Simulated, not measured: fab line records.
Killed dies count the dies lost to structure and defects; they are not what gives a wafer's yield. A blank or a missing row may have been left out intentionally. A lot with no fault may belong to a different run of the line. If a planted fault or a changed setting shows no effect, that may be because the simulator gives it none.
fab line records -- flow n5_finfet
record: lots: 10, wafers: 30, last_day: 19
route steps=1938 shown GATE_CUT@502 MOL_CONTACT_COAG@526 BEOL_M4@1111
lots untouched by any fault: they come from a run of this same line in which no faults occurred
start_h: start of the lot's first displayed wafer, in hours after the record's first day -- wait_h: hours elapsed since this lot's preceding step -- " unchanged from the row above -- L1.1+2: one row covering several wafers at once -- - no value present, or no start provided -- * or withheld: withheld -- < > ~ a bound
route shown NAME@n: a module of which the file shows steps, and the number in the route of the first -- usual: mean/standard deviation taken from wafers without a fault -- same: alike in all rows -- chamber/n: place in a boat -- sites: per-site readings -- _std_site: the standard deviation of these -- _edge_site: mean of outer sites minus mean of inner sites -- radius_mm: for every site, how far away it sits from the centre of the wafer -- mask NAME#n: copy n -- behind: the most recent tool/chamber to have shaped the wafer -- hold: why the lot was held/for how many hours/how that ended -- device: which transistor (n, p or np) failed to switch -- end of line: tests of these same wafers at the route's end -- a step given without rows: its recipe and nothing more -- killed: not the wafer's yield, but the dies lost to structure and defects at the first sort -- map: a wafer's dies, marking killed ones x, the rest . and places with no die _
set.NAME: the setting the step ran with; set.NAME@STEP: the setting that earlier step ran with -- model.NAME: the simulator's own value behind a step, which no gauge read
one table for each step of the route and one row for each wafer, over a sample of lots
services: when a tool's chamber went out of use (start_h, in hours from the record's first day, below 0 if earlier), for how many hours, and the reason
== steps ==
step: N5_GATE_CUT_CUT_ETCH_55
recipe: chemistry: BCl3, target: HfO2, mask_material: SiO2, target_depth_a: 32, ion_energy_ev: 30, pressure_mtorr: 5, icp_w: 450, bias_w: 18, bcl3_flow_sccm: 80
usual: drypump_motor_current_A: 5.64/0.29, oes_product_au: 0.67/0.042, throttle_valve_pct: 33.29/0.28
lot.wafer,tool,chamber,start_h,wait_h,drypump_motor_current_A,oes_product_au,rf_hours_counter_h,throttle_valve_pct
L501.3,rie_metal-01,0,83.88,0.0,5.57,0.63,-,33.27
L501.5,rie_metal-01,0,83.88,0.0,5.55,0.63,-,33.29
L501.6,rie_metal-01,1,83.88,0.0,5.67,0.67,-,33.20
L502.2,rie_metal-01,1,92.49,0.0,5.68,0.68,91,33.19
L502.3,rie_metal-01,0,92.49,0.0,5.56,0.63,-,33.28
L502.5,rie_metal-01,0,92.49,0.0,5.56,0.64,-,33.29
L503.1,rie_metal-02,0,97.51,0.0,5.64,0.64,101,33.03
L503.2,rie_metal-02,1,97.51,0.0,5.28,0.71,71,33.80
L503.6,rie_metal-02,0,97.51,0.0,5.64,0.66,-,33.06
L505.1,rie_metal-01,0,107.40,0.0,5.56,0.63,123,33.29
L505.3,rie_metal-01,0,107.40,0.0,5.55,0.63,-,33.29
L505.4,rie_metal-01,1,107.40,0.0,5.67,0.68,-,33.20
L506.1,rie_metal-01,0,115.01,0.0,5.57,0.63,123,33.28
L506.3,rie_metal-01,0,115.01,0.0,5.52,0.63,-,33.29
L506.6,rie_metal-01,0,115.01,0.0,5.55,0.62,-,33.30
L517.1,rie_metal-02,1,181.94,0.0,5.25,0.69,78,33.80
L517.3,rie_metal-02,1,181.94,0.0,5.26,0.69,-,33.80
L517.5,rie_metal-02,0,181.94,0.0,5.63,0.64,-,33.04
L518.1,rie_metal-02,1,185.28,0.0,5.24,0.69,78,33.80
L518.4,rie_metal-02,0,185.28,0.0,5.61,0.64,-,33.05
L518.6,rie_metal-02,1,185.28,0.0,5.25,0.69,-,33.81
L519.2,rie_metal-01,0,192.93,0.0,5.54,0.62,130,33.29
L519.3,rie_metal-01,0,192.93,0.0,5.56,0.61,-,33.29
L519.6,rie_metal-01,1,192.93,0.0,5.69,0.66,-,33.21
L520.1,rie_metal-02,1,201.41,0.0,5.24,0.69,80,33.80
L520.3,rie_metal-02,1,201.41,0.0,5.26,0.69,-,33.80
L520.5,rie_metal-02,0,201.41,0.0,5.65,0.64,-,33.05
L524.1,rie_metal-02,1,225.79,0.0,5.28,0.68,81,33.80
L524.3,rie_metal-02,0,225.79,0.0,5.64,0.63,-,33.06
L524.6,rie_metal-02,1,225.79,0.0,5.27,0.68,-,33.80
step: N5_GATE_CUT_ALD_22
recipe: material: SiNx, target_thk_a: 160, temp_c: 400, ald_precursor_family: SiH2I2, ald_co_reactant: N2/H2-plasma, pulse_time_s: 1, ald_cycles: 320, purge_time_s: 2, co_reactant_purge_time_s: 2, pressure_torr: 2
usual: heater_power_w: 829/45, precursor_pulse_height_rel: 1.001/0.019, susceptor_temp_C: 399.99/0.24
lot.wafer,tool,chamber,start_h,wait_h,heater_power_w,precursor_pulse_height_rel,susceptor_temp_C
L501.3,ald_sin-03,1,84.19,0.0,861,1.028,399.65
L501.5,ald_sin-03,1,84.19,0.0,848,1.018,400.17
L501.6,ald_sin-03,0,84.19,0.0,784,1.020,399.85
L502.2,ald_sin-01,2,92.82,0.0,820,1.008,399.93
L502.3,ald_sin-01,1,92.82,0.0,806,0.982,400.05
L502.5,ald_sin-01,1,92.82,0.0,791,1.013,399.97
L503.1,ald_sin-01,0,97.84,0.0,823,0.994,400.14
L503.2,ald_sin-01,1,97.84,0.0,778,1.000,400.11
L503.6,ald_sin-01,0,97.84,0.0,816,1.024,399.82
L505.1,ald_sin-01,2,108.79,1.1,833,1.001,399.96
L505.3,ald_sin-01,3,108.79,1.1,879,1.044,399.88
L505.4,ald_sin-01,1,108.79,1.1,796,0.967,400.21
L506.1,ald_sin-01,1,115.33,0.0,803,0.989,399.84
L506.3,ald_sin-01,3,115.33,0.0,873,1.033,399.74
L506.6,ald_sin-01,1,115.33,0.0,792,1.040,400.33
L517.1,ald_sin-03,2,182.40,0.2,782,1.010,399.61
L517.3,ald_sin-03,3,182.40,0.2,874,1.017,400.25
L517.5,ald_sin-03,3,182.40,0.2,909,0.996,400.21
L518.1,ald_sin-04,0,187.91,2.3,916,1.029,399.84
L518.4,ald_sin-04,2,187.91,2.3,849,1.021,400.35
L518.6,ald_sin-04,2,187.91,2.3,812,0.970,399.75
L519.2,ald_sin-03,1,193.26,0.0,884,0.996,400.15
L519.3,ald_sin-03,3,193.26,0.0,881,1.039,400.07
L519.6,ald_sin-03,0,193.26,0.0,793,1.006,399.88
L520.1,ald_sin-04,2,201.73,0.0,822,1.036,400.07
L520.3,ald_sin-04,3,201.73,0.0,807,1.026,399.83
L520.5,ald_sin-04,0,201.73,0.0,933,1.003,399.62
L524.1,ald_sin-03,3,226.11,0.0,890,0.986,399.96
L524.3,ald_sin-03,0,226.11,0.0,790,0.970,400.36
L524.6,ald_sin-03,1,226.11,0.0,841,0.986,399.67
step: N5_GATE_CUT_INSPECT_26
recipe: inspect_instrument: darkfield, mode: post_cmp
usual: raw_defect_count: 42/20
lot.wafer,tool,chamber,start_h,wait_h,raw_defect_count
L501.3,defect_inspect-01,-,86.72,0.0,49
L501.5,defect_inspect-01,-,86.72,0.0,46
L501.6,defect_inspect-01,-,86.72,0.0,48
L502.2,defect_inspect-02,-,95.34,0.0,57
L502.3,defect_inspect-02,-,95.34,0.0,36
L502.5,defect_inspect-02,-,95.34,0.0,61
L503.1,defect_inspect-01,-,100.36,0.0,17
L503.2,defect_inspect-01,-,100.36,0.0,31
L503.6,defect_inspect-01,-,100.36,0.0,28
L505.1,defect_inspect-02,-,111.32,0.0,34
L505.3,defect_inspect-02,-,111.32,0.0,45
L505.4,defect_inspect-02,-,111.32,0.0,67
L506.1,defect_inspect-02,-,117.86,0.0,35
L506.3,defect_inspect-02,-,117.86,0.0,117
L506.6,defect_inspect-02,-,117.86,0.0,32
L517.1,defect_inspect-01,-,184.92,0.0,60
L517.3,defect_inspect-01,-,184.92,0.0,59
L517.5,defect_inspect-01,-,184.92,0.0,67
L518.1,defect_inspect-02,-,190.44,0.0,49
L518.4,defect_inspect-02,-,190.44,0.0,19
L518.6,defect_inspect-02,-,190.44,0.0,22
L519.2,defect_inspect-01,-,195.78,0.0,41
L519.3,defect_inspect-01,-,195.78,0.0,67
L519.6,defect_inspect-01,-,195.78,0.0,53
L520.1,defect_inspect-02,-,204.38,0.0,14
L520.3,defect_inspect-02,-,204.38,0.0,29
L520.5,defect_inspect-02,-,204.38,0.0,32
L524.1,defect_inspect-01,-,228.64,0.0,38
L524.3,defect_inspect-01,-,228.64,0.0,42
L524.6,defect_inspect-01,-,228.64,0.0,40
step: N5_MOL_CONTACT_COAG_CD_MEAS_08
recipe: target_cd_nm: 28, landing_energy_ev: 500, detector: se_inlens, polarity: opening
usual: cd_nm: 27.91/0.25
lot.wafer,tool,chamber,start_h,wait_h,cd_nm
L501.3,cd_sem-03,0,87.02,-,27.79
L501.5,cd_sem-03,0,87.02,-,27.78
L501.6,cd_sem-03,0,87.02,-,28.06
L502.2,cd_sem-03,0,95.76,-,28.52
L502.3,cd_sem-03,0,95.76,-,28.12
L502.5,cd_sem-03,0,95.76,-,28.26
L503.1,cd_sem-03,0,100.79,-,27.64
L503.2,cd_sem-03,0,100.79,-,28.14
L503.6,cd_sem-03,0,100.79,-,27.77
L505.1,cd_sem-02,0,111.75,-,27.92
L505.3,cd_sem-02,0,111.75,-,28.14
L505.4,cd_sem-02,0,111.75,-,28.17
L506.1,cd_sem-03,0,118.15,-,28.17
L506.3,cd_sem-03,0,118.15,-,28.19
L506.6,cd_sem-03,0,118.15,-,27.89
L517.1,cd_sem-03,0,185.22,-,29.60
L517.3,cd_sem-03,0,185.22,-,29.43
L517.5,cd_sem-03,0,185.22,-,29.67
L518.1,cd_sem-03,0,190.86,-,29.56
L518.4,cd_sem-03,0,190.86,-,29.64
L518.6,cd_sem-03,0,190.86,-,29.73
L519.2,cd_sem-01,0,196.08,-,27.63
L519.3,cd_sem-01,0,196.08,-,28.12
L519.6,cd_sem-01,0,196.08,-,28.05
L520.1,cd_sem-01,0,204.80,-,27.64
L520.3,cd_sem-01,0,204.80,-,28.07
L520.5,cd_sem-01,0,204.80,-,27.84
L524.1,cd_sem-01,0,229.07,-,27.86
L524.3,cd_sem-01,0,229.07,-,27.84
L524.6,cd_sem-01,0,229.07,-,28.05
step: N5_BEOL_M4_RC_MEAS_101
usual: DIBL_N: 36.0/1.6, DIBL_P: 35.8/2, IOFF_N: 0.152/0.03, IOFF_P: 0.20/0.031, ION_N: 670/12, ION_P: 459/7.4, SS_N: 71.5/0.56, SS_P: 73.2/0.64, VT_N: 251/3.5, VT_P: -252/3.3
lot.wafer,tool,chamber,start_h,wait_h,DIBL_N[mV/V],DIBL_P[mV/V],IOFF_N[nA/um],IOFF_P[nA/um],ION_N[uA/um],ION_P[uA/um],SS_N[mV/dec],SS_P[mV/dec],VT_N[mV],VT_P[mV]
L501.3,prober-02,0,200.04,0.3,36.5,36.9,0.170,0.23,681,467,72.2,73.9,246,-247
L501.5,prober-02,0,200.04,0.3,36.4,36.1,0.159,0.22,664,457,72.2,73.9,251,-246
L501.6,prober-02,0,200.04,0.3,35.1,35.6,0.143,0.22,675,469,72.0,73.2,252,-246
L502.2,prober-02,0,203.82,0.2,36.7,35.8,0.154,0.20,674,462,72.0,73.0,251,-253
L502.3,prober-02,0,203.82,0.2,36.7,35.5,0.141,0.19,657,454,71.0,73.0,254,-254
L502.5,prober-02,0,203.82,0.2,33.5,31.3,0.101,0.15,650,450,71.0,72.1,255,-256
L503.1,prober-02,0,205.93,0.0,37.0,37.4,0.162,0.21,683,468,70.9,74.1,248,-250
L503.2,prober-02,0,205.93,0.0,35.3,34.5,0.136,0.17,675,464,71.0,72.6,249,-253
L503.6,prober-02,0,205.93,0.0,35.9,34.9,0.135,0.18,659,451,70.8,73.1,252,-255
L505.1,prober-01,0,219.21,0.0,37.4,36.7,0.151,0.20,674,461,71.8,73.6,253,-252
L505.3,prober-01,0,219.21,0.0,35.9,35.6,0.125,0.18,656,455,71.3,73.2,255,-250
L505.4,prober-01,0,219.21,0.0,37.2,37.0,0.155,0.20,680,463,72.1,73.6,250,-253
L506.1,prober-01,0,238.45,0.0,33.6,34.2,0.113,0.19,644,456,71.4,72.4,255,-247
L506.3,prober-01,0,238.45,0.0,36.9,38.5,0.172,0.26,676,473,71.7,73.6,248,-245
L506.6,prober-01,0,238.45,0.0,34.7,35.2,0.136,0.21,673,473,71.2,72.9,253,-248
L518.1,prober-02,0,291.84,0.0,36.2,34.5,0.148,0.18,684,464,71.2,72.7,248,-255
L518.4,prober-02,0,291.84,0.0,37.3,34.6,0.146,0.17,674,447,71.6,72.7,254,-255
L518.6,prober-02,0,291.84,0.0,34.6,32.2,0.120,0.16,660,449,70.6,72.4,253,-256
L519.2,prober-02,0,294.19,0.2,35.6,35.8,0.151,0.20,687,469,71.3,73.7,250,-250
L519.3,prober-02,0,294.19,0.2,35.3,35.7,0.146,0.20,674,461,70.9,73.4,248,-251
L519.6,prober-02,0,294.19,0.2,36.1,35.7,0.150,0.20,673,459,71.2,72.6,249,-249
L517.1,prober-01,0,301.95,0.0,37.7,38.1,0.196,0.22,686,459,71.2,73.9,244,-251
L517.3,prober-01,0,301.95,0.0,34.9,35.4,0.150,0.18,691,471,71.1,72.9,247,-252
L517.5,prober-01,0,301.95,0.0,34.7,34.2,0.131,0.16,664,449,70.7,72.5,250,-255
L520.1,prober-02,0,317.40,0.0,35.8,34.9,0.155,0.19,680,462,71.8,72.8,249,-252
L520.3,prober-02,0,317.40,0.0,33.6,31.3,0.109,0.14,653,449,71.5,73.0,257,-256
L520.5,prober-02,0,317.40,0.0,34.9,33.4,0.135,0.17,674,463,71.9,72.8,250,-253
L524.1,prober-02,0,347.34,0.0,34.3,34.4,0.129,0.17,655,454,70.4,72.7,250,-253
L524.3,prober-02,0,347.34,0.0,31.8,30.1,0.087,0.11,632,435,71.7,71.6,259,-261
L524.6,prober-02,0,347.34,0.0,33.2,32.1,0.113,0.14,658,449,71.2,72.2,255,-258
== services ==
tool,chamber,start_h,hours,kind
ald_sin-04,1,65.57,9.8,repair
ald_sin-03,-,65.73,0.5,repair
ald_sin-01,-,67.08,14.6,pm
ald_sin-01,1,82.93,7.7,repair
ald_sin-04,-,85.55,14.0,pm
ald_sin-04,0,85.55,14.0,vent_cycle
ald_sin-04,1,85.55,14.0,vent_cycle
ald_sin-04,2,85.55,14.0,vent_cycle
ald_sin-04,3,85.55,14.0,vent_cycle
ald_sin-01,3,91.63,6.6,repair
ald_sin-04,0,99.55,-,clean
ald_sin-04,1,99.55,-,clean
ald_sin-04,2,99.55,-,clean
ald_sin-04,3,99.55,-,clean
rie_metal-02,0,143.90,12.5,repair
ald_sin-03,0,163.40,1.3,repair
rie_metal-01,-,176.41,1.3,repair
rie_metal-01,0,193.49,-,clean
rie_metal-01,0,193.49,21.2,scheduled_down
rie_metal-01,0,193.49,21.2,vent_cycle
ald_sin-03,1,199.95,19.4,repair
ald_sin-04,-,220.24,6.1,pm
== key ==
first_sign: step: N5_MOL_CONTACT_COAG_CD_MEAS_08, reading: cd_nm, direction: up, sigmas: 6.7, usual: 27.91, struck: 29.61
effect none on later readings
met_at N5_MOL_CONTACT_COAG_CD_MEAS_08
struck_lots L517,L518
not_acting_at N5_GATE_CUT_CUT_ETCH_55,N5_GATE_CUT_ALD_22,N5_GATE_CUT_INSPECT_26
onset_between 118.15 185.22
fault: kind: metrology_matching_offset, tool: cd_sem-03, chamber: -, onset_h: 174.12, steps: N5_MOL_CONTACT_COAG_CD_MEAS_08, param: cd_nm, offset: 1.5454
